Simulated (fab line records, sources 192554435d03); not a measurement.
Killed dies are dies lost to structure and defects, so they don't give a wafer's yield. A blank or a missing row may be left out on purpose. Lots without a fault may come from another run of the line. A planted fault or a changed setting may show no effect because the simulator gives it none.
Chamber matching | flow n5_finfet | N5_PASSIVATION_PASS_ETCH_47 on rie_diel-06: 3 sister chambers
The step etches SiNx in CF4/O2, target depth 770 nm, time 385 s. 6 wafers are shown with their chamber, then 6 later ones without.

WAFERS WITH THEIR CHAMBER
wafer  | chamber | drypump_motor_current_A (A) | rf_vpp_V (V)
L705.3 | 0       | 6.6                         | 237
L718.1 | 1       | 6.0                         | 242
L718.4 | 0       | 6.7                         | 239
L718.6 | 3       | 6.5                         | 228
L719.2 | 3       | 6.4                         | 226
L719.4 | 1       | 6.0                         | 242

WAFERS WITHOUT THEIR CHAMBER
wafer  | drypump_motor_current_A (A) | rf_vpp_V (V)
L719.5 | 6.5                         | 229
L717.1 | 6.0                         | 239
L717.3 | 6.5                         | 229
L722.1 | 6.4                         | 227
L722.5 | 6.5                         | 227
L722.6 | 6.6                         | 237

WHICH CHAMBER EACH WENT THROUGH
wafer  | from the rows above | in truth
L719.5 | 3                   | 3
L717.1 | 1                   | 1
L717.3 | 3                   | 3
L722.1 | 3                   | 3
L722.5 | 3                   | 3
L722.6 | 0                   | 0
Placed correctly: 6 of 6. Can't be placed from these rows: 0. Placed wrongly: 0.
How it was worked out, from the rows above alone: a wafer's distance from a chamber is the root of the sum, over the readings, of the square of ((its reading less the chamber's mean) divided by the reading's scatter). The wafer belongs to the nearest chamber; if the next one is less than 2 further off, it can't be placed. A chamber's mean is the mean of its shown wafers. The scatter: the root of (the sum of the squares of (reading less its chamber's mean) over the shown wafers, divided by (wafers less chambers)).
